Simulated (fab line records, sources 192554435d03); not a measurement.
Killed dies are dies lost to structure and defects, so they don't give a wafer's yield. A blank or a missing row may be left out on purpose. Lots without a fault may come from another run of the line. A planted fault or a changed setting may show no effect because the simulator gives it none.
One fault seen from 2 desks | flow n5_finfet | each desk has only its own numbers; what lay behind them comes last

THE METROLOGY DESK
What the gauges read, lot by lot, whatever tool the lot ran on: means of the sampled wafers that have a number. A lot is out of limits, marked OUT, if its mean lies more than 4 standard deviations from the usual mean; the brackets give that distance. Of its 10 readings 7 are shown: those that lie furthest out on some lot.
Columns: A = DIBL_N at N5_BEOL_M4_RC_MEAS_101, usual 36.9 mV/V; B = IOFF_N at N5_BEOL_M4_RC_MEAS_101, usual 0.17 nA/um; C = IOFF_P at N5_BEOL_M4_RC_MEAS_101, usual 0.22 nA/um; D = ION_N at N5_BEOL_M4_RC_MEAS_101, usual 674 uA/um; E = SS_P at N5_BEOL_M4_RC_MEAS_101, usual 73.5 mV/dec; F = VT_N at N5_BEOL_M4_RC_MEAS_101, usual 249 mV; G = VT_P at N5_BEOL_M4_RC_MEAS_101, usual -250 mV
lot  | first seen here | A    | B    | C    | D   | E    | F   | G
L683 | day 8 11:50     | 37.2 | 0.18 | 0.23 | 689 | 73.6 | 246 | -248
L684 | day 8 20:54     | 37.1 | 0.16 | 0.25 | 660 | 73.1 | 251 | -245
L691 | day 10 20:43    | 35.3 | 0.15 | 0.21 | 670 | 73.3 | 251 | -251
L695 | day 11 09:43    | 34.3 | 0.13 | 0.16 | 657 | 72.4 | 256 | -255
L699 | day 12 11:32    | 36.5 | 0.17 | 0.23 | 678 | 74.2 | 252 | -250
L701 | day 12 16:11    | 37.9 | 0.20 | 0.28 | 688 | 74.0 | 245 | -244
L702 | day 12 16:58    | 37.9 | 0.18 | 0.25 | 681 | 73.3 | 248 | -246
L703 | day 13 10:24    | 37.0 | 0.16 | 0.23 | 671 | 73.7 | 251 | -249
L706 | day 13 22:05    | 36.1 | 0.15 | 0.23 | 672 | 73.3 | 250 | -247
This desk's finding: nothing out of limits on any of the 9 lots.

THE TOOL OWNER'S DESK: ald_sin-01
The tool's own readings at N5_BEOL_M1_ALD_98 (deposits SiO2, target thk 2.5 nm, pulse time 1 s, co reactant pulse time 1 s): means of the sampled wafers that have a number, for each lot that ran on this tool. A lot is out of limits, marked OUT, if its mean lies more than 4 standard deviations from the usual mean; the brackets give that distance.
Columns: A = heater_power_w at N5_BEOL_M1_ALD_98, usual 78 W; B = precursor_pulse_height_rel at N5_BEOL_M1_ALD_98, usual 0.999; C = susceptor_temp_C at N5_BEOL_M1_ALD_98, usual 100.00 C
lot  | first seen here | A  | B     | C
L684 | day 6 12:10     | 87 | 1.008 | 99.90
L691 | day 8 07:33     | 73 | 1.009 | 99.93
L695 | day 9 11:31     | 59 | 0.995 | 92.56 (-53) OUT
L699 | day 10 00:54    | 55 | 0.982 | 92.73 (-52) OUT
This desk's finding: out of limits on L695, L699; first on L695, day 9 11:31 (susceptor_temp_C at N5_BEOL_M1_ALD_98). In limits: L684, L691.

PUT TOGETHER
The tool owner's desk could have raised an alarm at day 9 11:31, on L695, L699.
The metrology desk saw nothing out of limits.
The metrology desk has L695, L699 on record, within its limits.
Of the lots named, all ran N5_BEOL_M1_ALD_98 on ald_sin-01.

WHAT THE SIMULATOR HAD PUT IN
Process parameter drift: ald_sin-01, from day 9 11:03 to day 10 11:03, at N5_BEOL_M1_ALD_98. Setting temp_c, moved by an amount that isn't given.
Lots struck among those shown: L695, L699.
Hours from the fault's start to each desk's first reading out of limits: the tool owner's desk, 0.
